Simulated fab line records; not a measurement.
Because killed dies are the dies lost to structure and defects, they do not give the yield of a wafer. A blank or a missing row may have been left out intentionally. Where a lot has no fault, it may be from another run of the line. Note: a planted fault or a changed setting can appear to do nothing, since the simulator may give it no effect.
Chamber matching + flow nand harc + NHARC_P_GATE_DESCUM_93 on rie diel-07: 4 sister chambers
The step chemistry O2, time 3 s. 8 wafers are shown with their chamber, then 12 later ones without.

## WAFERS WITH THEIR CHAMBER
| wafer  | chamber | showerhead plenum p Torr (Torr) | oes product au (a.u.) |
|--------|---------|---------------------------------|-----------------------|
| L086.1 | 3       | 1.94                            | 1.000                 |
| L086.6 | 1       | 1.88                            | 1.011                 |
| L089.6 | 2       | 1.81                            | 1.003                 |
| L090.5 | 1       | 1.88                            | 0.995                 |
| L090.6 | 0       | 2.00                            | 0.964                 |
| L092.1 | 2       | 1.81                            | 1.006                 |
| L092.3 | 3       | 1.93                            | 1.003                 |
| L092.4 | 0       | 2.00                            | 0.977                 |

## WAFERS MISSING THEIR CHAMBER
| wafer  | showerhead plenum p Torr (Torr) | oes product au (a.u.) |
|--------|---------------------------------|-----------------------|
| L093.1 | 2.00                            | 0.977                 |
| L093.5 | 1.93                            | 1.003                 |
| L093.6 | 2.00                            | 0.976                 |
| L095.1 | 1.93                            | 1.004                 |
| L095.3 | 1.88                            | 1.001                 |
| L095.4 | 2.00                            | 0.984                 |
| L094.1 | 2.00                            | 0.976                 |
| L094.2 | 1.81                            | 1.001                 |
| L094.4 | 1.93                            | 1.012                 |
| L097.2 | 2.00                            | 0.974                 |
| L097.4 | 1.93                            | 0.977                 |
| L097.5 | 2.00                            | 0.972                 |

## WHICH CHAMBER EACH WENT THROUGH
| wafer  | from the rows above | in truth |
|--------|---------------------|----------|
| L093.1 | 0                   | 0        |
| L093.5 | 3                   | 3        |
| L093.6 | 0                   | 0        |
| L095.1 | 3                   | 3        |
| L095.3 | 1                   | 1        |
| L095.4 | 0                   | 0        |
| L094.1 | 0                   | 0        |
| L094.2 | 2                   | 2        |
| L094.4 | 3                   | 3        |
| L097.2 | 0                   | 0        |
| L097.4 | 3                   | 3        |
| L097.5 | 0                   | 0        |
Placed correctly: 12 of 12. Number that these rows cannot place: 0. Wrongly placed: 0.
How it was worked out, from the rows above alone: a wafer's distance from a chamber is the root of the sum, over the readings, of the square of ((its reading less the chamber's mean) divided by the reading's scatter). If the next closest chamber is less than 2 further off than the closest, the wafer can't be placed; otherwise it belongs to the closest. A chamber's mean is the mean of its shown wafers. How the scatter is found: for the shown wafers, subtract from each reading the mean of its chamber, square and add these, divide the total by (wafers less chambers), then take the root.
